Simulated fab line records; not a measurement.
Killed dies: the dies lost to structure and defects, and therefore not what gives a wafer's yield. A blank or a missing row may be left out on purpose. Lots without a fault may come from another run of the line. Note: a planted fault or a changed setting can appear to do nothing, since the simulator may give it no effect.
Matching of chambers + flow n5Finfet + N5_BEOL_M0_ALD_136 on aldMetal-01 has 4 sister chambers
The step deposits TaN, pulse time 2 s, purge time 3 s, co reactant purge time 2 s. 8 wafers are shown with their chamber, then 7 later ones without.

## WAFERS, EACH WITH ITS CHAMBER
| wafer  | chamber | heaterPowerW (W) |
|--------|---------|------------------|
| L084.2 | 1       | 392              |
| L084.4 | 3       | 430              |
| L085.5 | 3       | 426              |
| L089.4 | 2       | 468              |
| L089.5 | 1       | 385              |
| L089.6 | 0       | 393              |
| L092.1 | 0       | 402              |
| L092.3 | 2       | 450              |

## WAFERS WHOSE CHAMBER IS MISSING
| wafer  | heaterPowerW (W) |
|--------|------------------|
| L092.6 | 458              |
| L094.1 | 387              |
| L094.2 | 424              |
| L094.6 | 466              |
| L096.1 | 388              |
| L096.2 | 404              |
| L096.6 | 426              |

## WHICH CHAMBER EACH ONE RAN IN
| wafer  | from the rows above     | in truth |
|--------|-------------------------|----------|
| L092.6 | 2                       | 2        |
| L094.1 | can't be placed: 1 or 0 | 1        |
| L094.2 | 3                       | 3        |
| L094.6 | 2                       | 2        |
| L096.1 | can't be placed: 1 or 0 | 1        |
| L096.2 | can't be placed: 0 or 1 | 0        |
| L096.6 | 3                       | 3        |
Correct placement for 4 of the 7. These rows do not allow placing 3 (true chamber among the candidates in 3). 0 placed wrongly.
How it was worked out, from the rows above alone: a wafer's distance from a chamber is the root of the sum, over the readings, of the square of ((its reading less the chamber's mean) divided by the reading's scatter). The wafer belongs to the nearest chamber; if the next one is less than 2 further off, it can't be placed. The mean given for a chamber averages the wafers shown for that chamber. The scatter is the square root of a quotient: the sum, over the shown wafers, of each reading's squared deviation from its chamber's mean, divided by wafers minus chambers.
